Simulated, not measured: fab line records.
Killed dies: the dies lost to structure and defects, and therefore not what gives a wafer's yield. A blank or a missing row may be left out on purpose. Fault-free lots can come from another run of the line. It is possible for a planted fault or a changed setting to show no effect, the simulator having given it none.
Matching of chambers || flow nand_harc || NHARC_A_CONTACT_ETCH_48 on rie_diel-13: 4 sister chambers
The step etches the open film in CF4, target depth 39 nm, time 65 s. 4 wafers are shown with their chamber, then 7 later ones without.

WAFERS PAIRED WITH THEIR CHAMBERS
{"wafer": "L796.3", "chamber": 1, "drypump_motor_current_A (A)": 5.5}
{"wafer": "L799.1", "chamber": 3, "drypump_motor_current_A (A)": 5.9}
{"wafer": "L800.1", "chamber": 0, "drypump_motor_current_A (A)": 5.7}
{"wafer": "L800.3", "chamber": 2, "drypump_motor_current_A (A)": 5.8}

WAFERS MISSING THEIR CHAMBER
{"wafer": "L800.4", "drypump_motor_current_A (A)": 5.9}
{"wafer": "L802.3", "drypump_motor_current_A (A)": 5.9}
{"wafer": "L802.5", "drypump_motor_current_A (A)": 5.8}
{"wafer": "L802.6", "drypump_motor_current_A (A)": 5.6}
{"wafer": "L804.1", "drypump_motor_current_A (A)": 5.8}
{"wafer": "L804.3", "drypump_motor_current_A (A)": 5.5}
{"wafer": "L804.4", "drypump_motor_current_A (A)": 5.8}

WHICH CHAMBER EACH ONE RAN IN
{"wafer": "L800.4", "from the rows above": 3, "in truth": 3}
{"wafer": "L802.3", "from the rows above": 3, "in truth": 3}
{"wafer": "L802.5", "from the rows above": 2, "in truth": 2}
{"wafer": "L802.6", "from the rows above": "can't be placed: 1 or 0", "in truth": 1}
{"wafer": "L804.1", "from the rows above": 2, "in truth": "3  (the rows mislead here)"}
{"wafer": "L804.3", "from the rows above": 1, "in truth": 1}
{"wafer": "L804.4", "from the rows above": 2, "in truth": 2}
5 of 7 placed correctly. Cannot be placed on the basis of these rows: 1; the candidates contain the true chamber in 1. Number placed wrongly: 1.
How it was worked out, from the rows above alone: a wafer's distance from a chamber is the root of the sum, over the readings, of the square of ((its reading less the chamber's mean) divided by the reading's scatter). If the next closest chamber is less than 2 further off than the closest, the wafer can't be placed; otherwise it belongs to the closest. Each chamber's mean is taken over the wafers shown for it. The scatter (one wafer shown for each chamber): square how far every hidden wafer sits from the nearest shown wafer, average those squares and take the square root.
